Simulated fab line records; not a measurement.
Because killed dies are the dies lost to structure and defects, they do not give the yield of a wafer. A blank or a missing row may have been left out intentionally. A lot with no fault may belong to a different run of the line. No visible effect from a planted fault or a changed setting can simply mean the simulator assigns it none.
The tool behind it: which one? || flow nand-harc || 6 lots with 18 wafers sampled at 5 steps, on a route of 1302 steps

## WHAT THE GAUGES SHOWED, per wafer
NHARC_END_SORT_01.
{"lot": "L699", "measured": "day 24 19:14", "on": "prober-02", "killed-at-other": "2 0 1"}
{"lot": "L702", "measured": "day 26 18:12", "on": "prober-02", "killed-at-other": "0 0 0"}
{"lot": "L705", "measured": "day 28 05:41", "on": "prober-01", "killed-at-other": "1 1 0"}
{"lot": "L710", "measured": "day 29 12:03", "on": "prober-01", "killed-at-other": "0 1 0"}
{"lot": "L715", "measured": "day 31 19:32", "on": "prober-01", "killed-at-other": "0 1 0"}
{"lot": "L718", "measured": "day 33 06:01", "on": "prober-01", "killed-at-other": "33 61 74"}

## TOOL THAT RAN EACH LOT (tool first, then ch and the chambers of the sampled wafers, then the start)
{"lot": "L699", "NHARC_THIN_TSV_STRIP_62": "plasma-asher-01 ch 0,1, day 24 04:29", "NHARC_THIN_TSV_PVD_51": "pvd-sputter-03, day 24 04:56", "NHARC_THIN_TSV_ANNEAL_52": "rtp-anneal-01 ch 0, day 24 05:50", "NHARC_THIN_TSV_ETCH_59": "rie-metal-01 ch 0,1, day 24 08:07"}
{"lot": "L702", "NHARC_THIN_TSV_STRIP_62": "plasma-asher-01 ch 0,1, day 26 05:50", "NHARC_THIN_TSV_PVD_51": "pvd-sputter-01, day 26 06:17", "NHARC_THIN_TSV_ANNEAL_52": "rtp-anneal-02 ch 0, day 26 07:16", "NHARC_THIN_TSV_ETCH_59": "rie-metal-02 ch 0,1, day 26 09:22"}
{"lot": "L705", "NHARC_THIN_TSV_STRIP_62": "plasma-asher-02 ch 0, day 27 16:35", "NHARC_THIN_TSV_PVD_51": "pvd-sputter-01, day 27 17:01", "NHARC_THIN_TSV_ANNEAL_52": "rtp-anneal-02 ch 0, day 27 17:58", "NHARC_THIN_TSV_ETCH_59": "rie-metal-01 ch 0,1, day 27 20:10"}
{"lot": "L710", "NHARC_THIN_TSV_STRIP_62": "plasma-asher-02 ch 0,1, day 28 20:56", "NHARC_THIN_TSV_PVD_51": "pvd-sputter-01, day 28 21:20", "NHARC_THIN_TSV_ANNEAL_52": "rtp-anneal-02 ch 0, day 28 22:19", "NHARC_THIN_TSV_ETCH_59": "rie-metal-03 ch 0,1, day 29 00:26"}
{"lot": "L715", "NHARC_THIN_TSV_STRIP_62": "plasma-asher-02 ch 0,1, day 31 07:05", "NHARC_THIN_TSV_PVD_51": "pvd-sputter-01, day 31 07:32", "NHARC_THIN_TSV_ANNEAL_52": "rtp-anneal-01 ch 0, day 31 08:26", "NHARC_THIN_TSV_ETCH_59": "rie-metal-01 ch 0,1, day 31 10:41"}
{"lot": "L718", "NHARC_THIN_TSV_STRIP_62": "plasma-asher-02 ch 0,1, day 32 18:11", "NHARC_THIN_TSV_PVD_51": "pvd-sputter-03, day 32 18:38", "NHARC_THIN_TSV_ANNEAL_52": "rtp-anneal-01 ch 0, day 32 19:34", "NHARC_THIN_TSV_ETCH_59": "rie-metal-01 ch 0,1, day 32 21:46"}
- NHARC_THIN_TSV_STRIP_62: strips in N2/H2, time 20 s.
- NHARC_THIN_TSV_PVD_51: deposits Cu, target thk 100 nm.
- NHARC_THIN_TSV_ANNEAL_52: time 90 s.
- NHARC_THIN_TSV_ETCH_59: etches the open film in Cl2/BCl3, target depth 880 nm, time 138.1 s.

## THE ANSWER, worked out from the rows above alone
Rule: the lots themselves supply what counts as usual. The widest of any qualifying gaps counts: lots, ordered by their means at a reading, are off when they make up no more than a third of the lots, leave a main group of 4 or more, and stand apart from it by 3 or more times the standard deviation of that group's means. Not used: any main group whose means are identical at the precision the tables above print for the reading. Also off: a lot with no number at a reading for which 4 or more lots have one. Any other lot the step has rows for is counted as sound.
Off: L718 (NHARC_END_SORT_01, killed-at-other). The main group: mean 0.5, standard deviation 0.34.
A tool fits if, at a process step before that reading, it ran every lot that is off, and no sound lot after the first of them. Gauges at NHARC_END_SORT_01: tried the same way as those tools. Can't be told from this: 5 tools fit, plasma-asher-02 at NHARC_THIN_TSV_STRIP_62, pvd-sputter-03 at NHARC_THIN_TSV_PVD_51, rtp-anneal-01 at NHARC_THIN_TSV_ANNEAL_52, rie-metal-01 at NHARC_THIN_TSV_ETCH_59, prober-01 at NHARC_END_SORT_01.

## WHAT THE SIMULATOR HAD PUT IN
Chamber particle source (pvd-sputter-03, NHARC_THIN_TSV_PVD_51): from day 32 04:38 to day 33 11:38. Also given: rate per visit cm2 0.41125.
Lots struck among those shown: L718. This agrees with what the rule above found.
